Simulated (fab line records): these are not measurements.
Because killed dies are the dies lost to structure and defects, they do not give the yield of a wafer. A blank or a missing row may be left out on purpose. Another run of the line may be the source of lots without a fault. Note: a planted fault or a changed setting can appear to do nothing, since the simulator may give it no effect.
Problem report, 8D (eight disciplines) form, completed by code / flow nand_harc / the parts of the form that need people (team, actions taken, sign-off) are left out

== 1. WHAT IS WRONG ==
At NHARC_END_SORT_01, killed_at_periphery averages 31.5 over 2 wafers from 2 lots, while fault-free wafers read 4.3, standard deviation 2.8. Measured from the usual mean, that is +9.7 standard deviations.
First observed at day 31 12:07: wafer L988.2, on prober-01. The record has a number at this step for 12 wafers belonging to 4 lots. Rule for "out" (also "out of limits"): further than 4 standard deviations from the usual mean. Any other wafer with a number is counted as sound.

== 2. WHAT THIS IS AND IS NOT ==
question=which readings at this step | is=killed_at_periphery | is not=defect_limited_yield, killed_at_array, killed_at_other, killed_dies, killed_short, sort_bin_3_pct, sort_bin_4_pct, sort_n_pass, sort_yield_pct
question=which lots | is=L988, L991 | is not=L983, L984
question=which wafers of those lots | is=L988.2, L991.3 | is not=L988.3, L988.4, L991.1, L991.6
question=read on which gauges | is=prober-01 | is not=prober-02
question=when | is=from day 31 12:07 | is not=up to then (6 sound wafers); but 4 sound wafers of L988, L991 came after

== 3. THE SUSPECTS, EACH WITH WHAT RULES IT OUT ==
Counting: any tool at a process step up to the reading remains a suspect provided it ran every lot that is out. Sound lots after the first of them don't rule it out here, since some wafers of a struck lot are sound.
- the gauge at NHARC_END_SORT_01: kept. All the wafers that are out were read on prober-01, and no step on other tools shows them out.
- pvd_sputter-03 at NHARC_P_BONDPAD_PVD_17 (deposits TaN, target thk 5 nm, time 8.06 s): kept. It processed each lot that is out (first: L988, day 14 05:55); up to then, its last sound lot is L984 (day 12 20:10).
- cmp-01 at NHARC_THIN_TSV_CMP_21 (polishes, t overpolish 30 s, target thk 2000 nm): kept. It processed each lot that is out (first: L988, day 31 00:14); up to then, its last sound lot is L984 (day 29 20:42).
- pvd_sputter-01 at NHARC_THIN_TSV_DEGAS_53 (time 60 s): kept. It ran every lot that is out, first L988 (day 31 00:40).
- rie_diel-12 at NHARC_THIN_TSV_DESCUM_35 (chemistry O2, time 3 s): kept. It processed each lot that is out (first: L988, day 31 01:59); up to then, its last sound lot is L984 (day 29 22:17).
- At NHARC_THIN_TSV_CMP_21, inside cmp-01: chamber 3 took the wafers that are out, while their sound lot-mates went through chambers 0, 1.
Left after counting: pvd_sputter-03 at NHARC_P_BONDPAD_PVD_17, cmp-01 at NHARC_THIN_TSV_CMP_21, pvd_sputter-01 at NHARC_THIN_TSV_DEGAS_53, rie_diel-12 at NHARC_THIN_TSV_DESCUM_35, prober-01 at NHARC_END_SORT_01.

== 4. THE CAUSE (what the simulator had put in) ==
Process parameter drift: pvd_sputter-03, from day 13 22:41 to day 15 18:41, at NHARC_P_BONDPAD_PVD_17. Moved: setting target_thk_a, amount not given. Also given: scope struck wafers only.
Counting left 5 suspects, and this tool is among them.

== 5. THE EFFECT CHAIN, in route order ==
Each row: a reading where the mean over the struck wafers with a number is more than 3 standard deviations away from the usual. Only readings for which the record gives a usual standard deviation are gone through. hours: the time from each lot's start at the first step in this table that gives one to its start at this step, as a median over the lots. sigmas: the change in usual standard deviations.
hours=0; step=NHARC_END_SORT_01; reading=killed_at_periphery; usual=4.3; on struck wafers=31.5; change=+27.2; sigmas=+9.7
hours=0; step=NHARC_END_SORT_01; reading=sort_bin_2_pct; usual=3.0 %; on struck wafers=7.4; change=+4.4; sigmas=+4.0

== 6. HOW IT WOULD HAVE BEEN CAUGHT EARLIER ==
The first out-of-limits reading at a measuring or inspecting step in this record came at day 31 12:07, 421 hours after the fault's start at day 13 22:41.
Of the tool readings at NHARC_P_BONDPAD_PVD_17 for which the record gives a usual standard deviation, none was out on any struck wafer, so an alarm limit of 4 standard deviations on them would not have fired.
By day 31 12:07 the whole set of lots that are out, 2 in number, had already begun NHARC_P_BONDPAD_PVD_17 on pvd_sputter-03. Had the tool been put on hold then, not one of them would have been saved.
